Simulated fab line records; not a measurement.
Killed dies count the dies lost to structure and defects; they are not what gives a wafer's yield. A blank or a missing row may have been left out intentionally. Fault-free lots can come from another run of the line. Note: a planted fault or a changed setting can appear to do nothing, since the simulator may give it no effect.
Problem report in the 8D (eight disciplines) form, filled by code	flow n5 finfet	the parts of the form that need people (team, actions taken, sign-off) are left out

1. WHAT WENT WRONG
thk nm at N5_FIN_SAQP_THK_MEAS_05 reads a mean of 18.5 nm on 3 wafers of 2 lots; wafers without a fault read 38.0 nm with a standard deviation of 0.47. Measured from the usual mean, that is -41 standard deviations.
Earliest sighting: wafer L319.3 on film metro-01 at day 3 16:05. Wafers with a number at this step in the record: 42, from 14 lots. By rule, "out" or "out of limits" means more than 4 standard deviations away from the usual mean. All remaining wafers that have a number are taken as sound.

2. WHAT IT IS, WHAT IT ISN'T
question	is	is not
which readings at this step	thk nm	-
which lots	L319, L323	L314, L315, L316, L317, L318, L320, L322, L329, L330, L333, L334, L335
which wafers of those lots	L319.3, L323.2, L323.3	L319.5, L319.6, L323.5
read on which gauges	film metro-01, film metro-02	-
when	from day 3 16:05	up to then (17 sound wafers); but 22 sound wafers of L320, L322, L323, L329, L330, L333, L334, L335 came after

3. THE SUSPECTS, EACH WITH WHAT RULES IT OUT
Counting: if a tool at a process step up to the reading ran every lot that is out, it stays a suspect. Sound lots after the first of them don't rule it out here, since some wafers of a struck lot are sound.
- the gauge at N5_FIN_SAQP_THK_MEAS_05: ruled out. Those wafers that are out were read across 2 gauges (film metro-01, film metro-02).
- pecvd-02 at N5_FIN_SAQP_HM_DEP_03 (deposits SiNx from SiH4/NH3/N2, target thk 38 nm, time 33.6 s): kept. Ran every lot that is out, first one L319 (day 3 16:00); last sound lot up to then L318 (day 3 09:08).
The count leaves pecvd-02 at N5_FIN_SAQP_HM_DEP_03.

4. THE CAUSE (what the simulator had put in)
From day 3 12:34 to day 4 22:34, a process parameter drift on pecvd-02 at N5_FIN_SAQP_HM_DEP_03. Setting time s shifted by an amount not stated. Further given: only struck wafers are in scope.
Only this tool survived the counting.

5. THE CHAIN OF EFFECTS, in route order
Rows list readings where the struck wafers' mean (over those with a number) sits beyond 3 standard deviations from the usual. Readings are gone through only where the record gives a usual standard deviation; hours: the median, over the lots, of the time from a lot's start at the first step in this table giving one to that lot's start at this step; sigmas: the change measured in usual standard deviations.
hours	step	reading	usual	on struck wafers	change	sigmas
0	N5_FIN_SAQP_THK_MEAS_05	thk nm	38.0 nm	18.5	-19.5	-41
5	N5_FIN_SAQP_HM_OPEN_33	etch rf on time s	69.0 s	33.3	-35.7	-26
It contains these process steps:
- N5_FIN_SAQP_HM_OPEN_33: chemistry CH3F/O2, target SiNx, target depth 49.4 nm, time 70.6 s.
Later measuring or inspecting steps at which every struck wafer that the step has a row for has a number for every such reading, and none has moved that far: N5_BEOL_M4_RC_MEAS_101.

6. HOW IT WOULD HAVE BEEN CAUGHT EARLIER
4 hours passed between the start of the fault at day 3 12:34 and the first reading out of limits at a measuring or inspecting step in this record, taken at day 3 16:05.
An alarm limit of 4 standard deviations would not have fired on the tool readings at N5_FIN_SAQP_HM_DEP_03 for which the record gives a usual standard deviation, since none of them was out on any struck wafer.
Among the 2 lots that are out, L323 began N5_FIN_SAQP_HM_DEP_03 on pecvd-02 after day 3 16:05. A hold on the tool at that time would have spared it.
